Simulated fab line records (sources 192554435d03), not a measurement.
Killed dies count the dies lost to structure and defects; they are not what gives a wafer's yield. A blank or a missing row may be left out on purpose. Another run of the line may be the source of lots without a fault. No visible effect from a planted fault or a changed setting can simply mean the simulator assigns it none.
A lot that was struck, set against a sound lot + flow n5-finfet + 22 out of 1938 route steps
Sound: the wafers L795.1, L795.2, L795.3. Wafers L800.3, L800.5, L800.6 were the ones struck. Last of all comes the cause.
At each step with rows: each side's tool, then ch and its chambers, then its first start. Under that, the readings that differ: sound wafers + struck wafers + difference of the means + sigmas: that difference in standard deviations of wafers without a fault.
alike: words and numbers the same on both sides, and readings whose means are apart by under 2 such deviations; not compared: readings that were withheld, readings missing a value for some wafer, numbers with overlapping values and no deviation given by the record, and bounds like >300 which may hide the same value.
A row with sigmas, a row that says differs or no value, or rows on one side alone: a step with any of these is where the two part. Numbers that have no deviation but don't overlap get no sigmas and don't part them. Lack of a reading on every wafer of one side parts them only where that side has two or more wafers.

first, 8 steps without rows for these wafers: N5_BEOL_M1_ANNEAL_51 (time 90 s); N5_BEOL_M1_CMP_52 (polishes, stops on SiOC, t overpolish 6.8 s, target thk 40 nm); N5_BEOL_M1_PRE_CLEAN_60 (time 15 s); N5_BEOL_M1_CO_CAP_55 (material Co, precursor CCTBA/H2, target thk 2 nm, time 102.1 s); N5_BEOL_M1_PRE_CLEAN_56 (time 15 s); N5_BEOL_M1_DEP_57 (deposits SiCN from 3MS/NH3, target thk 8 nm, time 14 s); N5_BEOL_M2_ILD_DEP_00 (deposits SiOC from DEMS/O2, target thk 79 nm, time 15.3 s); N5_BEOL_M2_PECVD_72 (deposits SiO2 from TEOS/O2, target thk 16 nm, time 18 s).
N5_BEOL_M2_HM_DEP_02: deposits TiN, target thk 20 nm.
  sound: pvd-sputter-02 at day 7 16:11; struck: pvd-sputter-02 at day 8 17:16
  alike: throttle-valve-pct
then, 9 steps without rows for these wafers: N5_BEOL_M2_COAT_61 (time 60 s, resist thk 60 nm); N5_BEOL_M2_COAT_62 (time 60 s, resist thk 12 nm); N5_BEOL_M2_COAT_73 (time 60 s, resist thk 5 nm); N5_BEOL_M2_COAT_05 (resist thk 30 nm); N5_BEOL_M2_EBR_07; N5_BEOL_M2_SOFTBAKE_06 (time 60 s); N5_BEOL_M2_EXPOSE_08 (exposes mask M2); N5_BEOL_M2_PEB_09 (peb time 60 s); N5_BEOL_M2_DEVELOP_10 (develop time 30 s).
N5_BEOL_M2_INSPECT_13: inspects for defects (brightfield).
  sound: defect-inspect-02 at day 7 16:47; struck: defect-inspect-01 at day 8 17:45
| reading          | sound       | struck        | difference | sigmas |
|------------------|-------------|---------------|------------|--------|
| raw-defect-count | 342 414 559 | 1009 937 1017 | +549       | +7     |
then, 1 step without rows for these wafers: N5_BEOL_M2_DESCUM_16 (chemistry O2, time 7 s).
-- record jumps: 4 days separate the struck wafers' starts on either side; left off in module BEOL_M2, taken up again in module BEOL_M4, whose first shown step is the route's number 1111 --
N5_BEOL_M4_RC_MEAS_101:
  sound on prober-01 ch 0, day 10 12:23; struck on prober-02 ch 0, day 13 01:53
  alike: DIBL_N, DIBL_P, IOFF_N, IOFF_P, ION_N, ION_P, SS_N, SS_P, VT_N, VT_P
-- here the record skips 4 days between the struck wafers' starts before and after, leaving off in module BEOL_M4 and picking up in module PASSIVATION (first step shown: number 1936 of the route) --
N5_PASSIVATION_PROBE_49:
  sound: prober-01 at day 15 01:39; struck: prober-01 at day 17 04:38
| reading                  | sound          | struck         | difference | sigmas |
|--------------------------|----------------|----------------|------------|--------|
| defect-limited-yield (%) | 91.6 90.1 91.3 | 80.5 82.7 82.9 | -9.0       | -7     |
| killed_at_M0_to_M3       | 42 53 38       | 156 150 151    | +108       | +11    |
| killed-dies              | 99 117 103     | 230 204 202    | +106       | +7     |
| sort_bin_5_function (%)  | 4.3 6.3 5.3    | 12.2 10.4 11.4 | +6.0       | +7     |
| sort-n-pass              | 1081 1063 1077 | 950 976 978    | -106       | -7     |
| sort-yield-pct (%)       | 91.6 90.1 91.3 | 80.5 82.7 82.9 | -9.0       | -7     |
  alike: killed_at_M4_up, killed-at-contacts, killed-at-front-end, killed-at-other, killed-open, killed-short, sort_bin_6_memory

WHERE THEY PART
Earliest at N5_BEOL_M2_INSPECT_13; latest, in this record, at N5_PASSIVATION_PROBE_49.

WHY: what the simulator had put in
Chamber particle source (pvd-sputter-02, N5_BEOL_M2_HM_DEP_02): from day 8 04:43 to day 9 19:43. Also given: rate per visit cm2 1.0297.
